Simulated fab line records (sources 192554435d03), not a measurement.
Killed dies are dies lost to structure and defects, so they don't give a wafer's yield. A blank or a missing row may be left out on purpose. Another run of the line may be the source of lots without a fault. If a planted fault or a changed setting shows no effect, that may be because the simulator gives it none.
The tool behind it: which one? | flow n5-finfet | 10 lots, 28 wafers sampled, at 2 steps of a route of 1938

## WHAT THE GAUGES SHOWED, per wafer
N5_BEOL_M4_RC_MEAS_101. Usual: DIBL_N 37.7 mV/V, standard deviation 2; DIBL_P 37.7 mV/V, standard deviation 2.3; IOFF_N 0.18 nA/um, standard deviation 0.039; IOFF_P 0.23 nA/um, standard deviation 0.042; ION_N 681 uA/um, standard deviation 12; ION_P 463 uA/um, standard deviation 8; SS_N 71.9 mV/dec, standard deviation 0.68; SS_P 73.6 mV/dec, standard deviation 0.71; VT_N 248 mV, standard deviation 3.2; VT_P -249 mV, standard deviation 3.1.
lot  | measured     | on        | DIBL_N (mV/V)  | DIBL_P (mV/V)  | IOFF_N (nA/um) | IOFF_P (nA/um) | ION_N (uA/um) | ION_P (uA/um) | SS_N (mV/dec)  | SS_P (mV/dec)  | VT_N (mV)   | VT_P (mV)      | flag
L104 | day 12 01:04 | prober-02 | 42.7 36.7 42.0 | 41.4 34.8 40.6 | 0.26 0.13 0.25 | 0.31 0.18 0.30 | 704 672 707   | 480 465 482   | 73.3 71.3 72.9 | 74.6 72.9 74.4 | 244 254 245 | -245 -254 -247 |
L105 | day 12 12:42 | prober-02 | 38.0 37.4      | 37.0 37.3      | 0.19 0.16      | 0.20 0.21      | 692 681       | 462 459       | 71.4 71.2      | 73.3 73.3      | 247 249     | -252 -252      |
L108 | day 13 17:46 | prober-01 | 36.3 39.2      | 37.5 41.1      | 0.16 0.23      | 0.21 0.26      | 684 700       | 469 471       | 72.1 72.5      | 73.8 75.4      | 252 245     | -249 -248      |
L111 | day 13 21:57 | prober-01 | 37.6 40.3 38.8 | 36.9 38.5 38.6 | 0.16 0.23 0.18 | 0.23 0.25 0.24 | 664 682 670   | 460 461 455   | 72.0 72.7 71.5 | 74.0 74.1 73.5 | 250 247 251 | -249 -245 -250 |
L112 | day 14 11:06 | prober-02 | 34.1 36.3 34.2 | 34.6 37.9 35.2 | 0.14 0.19 0.16 | 0.18 0.24 0.19 | 668 697 689   | 453 472 470   | 70.5 72.3 71.6 | 72.2 73.2 73.5 | 250 247 247 | -252 -248 -249 |
L117 | day 15 08:53 | prober-01 | 40.9 37.4 37.9 | 40.7 36.3 36.6 | 0.22 0.16 0.16 | 0.30 0.22 0.22 | 692 676 679   | 477 468 471   | 72.4 71.1 71.7 | 74.6 73.8 73.2 | 244 248 250 | -242 -250 -249 |
L124 | day 17 05:06 | prober-02 | 39.4 36.0 38.5 | 38.3 34.0 39.8 | 0.22 0.17 0.22 | 0.26 0.19 0.30 | 685 680 688   | 469 459 471   | 73.2 71.6 71.4 | 73.9 72.8 73.6 | 245 249 244 | -247 -251 -246 |

## EACH LOT AND THE TOOL THAT RAN IT (in order: tool; ch and the chambers of the sampled wafers; start)
lot  | N5_BEOL_M0_SAQP_PECVD_97
L104 | pecvd-01 ch 0,1, day 6 02:34
L105 | pecvd-01 ch 1,2, day 6 19:13
L108 | pecvd-01 ch 0,1, day 7 03:38
L111 | pecvd-01 ch 0,2, day 7 19:29
L112 | pecvd-01 ch 0,1, day 8 05:50
L113 | pecvd-01 ch 0,2, day 8 13:14
L114 | pecvd-01 ch 0,1,2, day 8 15:27
L116 | pecvd-01 ch 1,2, day 8 23:59
L117 | pecvd-04 ch 1,2, day 9 10:01
L124 | pecvd-04 ch 1,2, day 11 00:26
- N5_BEOL_M0_SAQP_PECVD_97: deposits SiNx from SiH4/NH3/N2, target thk 23 nm, time 19.9 s.

## WHAT THE TOOLS THEMSELVES READ (means of the sampled wafers that have a number; where no wafer has one, the mark that the record gives instead)
N5_BEOL_M0_SAQP_PECVD_97. Usual: heater-power-w 544 W, standard deviation 110; showerhead-plenum-p-Torr 5.15 Torr, standard deviation 0.08; throttle-valve-pct 39.8 %, standard deviation 2.
lot  | tool     | heater-power-w (W) | showerhead-plenum-p-Torr (Torr) | throttle-valve-pct (%) | flag
L104 | pecvd-01 | 504                | 5.16                            | 40.6                   |
L105 | pecvd-01 | 493                | 5.22                            | 37.4                   |
L108 | pecvd-01 | 552                | 5.20                            | 39.8                   |
L111 | pecvd-01 | 489                | 5.14                            | 40.5                   |
L112 | pecvd-01 | 546                | 5.17                            | 40.9                   |
L113 | pecvd-01 | 473                | 5.17                            | 38.5                   |
L114 | pecvd-01 | 509                | 5.18                            | 39.0                   |
L116 | pecvd-01 | 573                | 5.24                            | 37.6                   |
L117 | pecvd-04 | 634                | 5.07                            | 41.2                   |
L124 | pecvd-04 | 643                | 5.06                            | 40.5                   |

## THE ANSWER, worked out from the rows above alone
Rule: lot off if the mean of its wafers having a number is beyond 3 standard deviations from the usual mean. Also off: a lot with no number at a reading for which 4 or more lots have one. Where the step has rows for the other lots, those lots are counted as sound. First the gauges in route order, then the tools' own readings, where a lot's mean is used as printed above. The first step at which some lot is off is used, and at that step the reading that is off furthest; a lot without a number counts as furthest.
No lot is off on any of the readings shown, so nothing can be concluded from this.

## WHAT HAD BEEN PUT IN BY THE SIMULATOR
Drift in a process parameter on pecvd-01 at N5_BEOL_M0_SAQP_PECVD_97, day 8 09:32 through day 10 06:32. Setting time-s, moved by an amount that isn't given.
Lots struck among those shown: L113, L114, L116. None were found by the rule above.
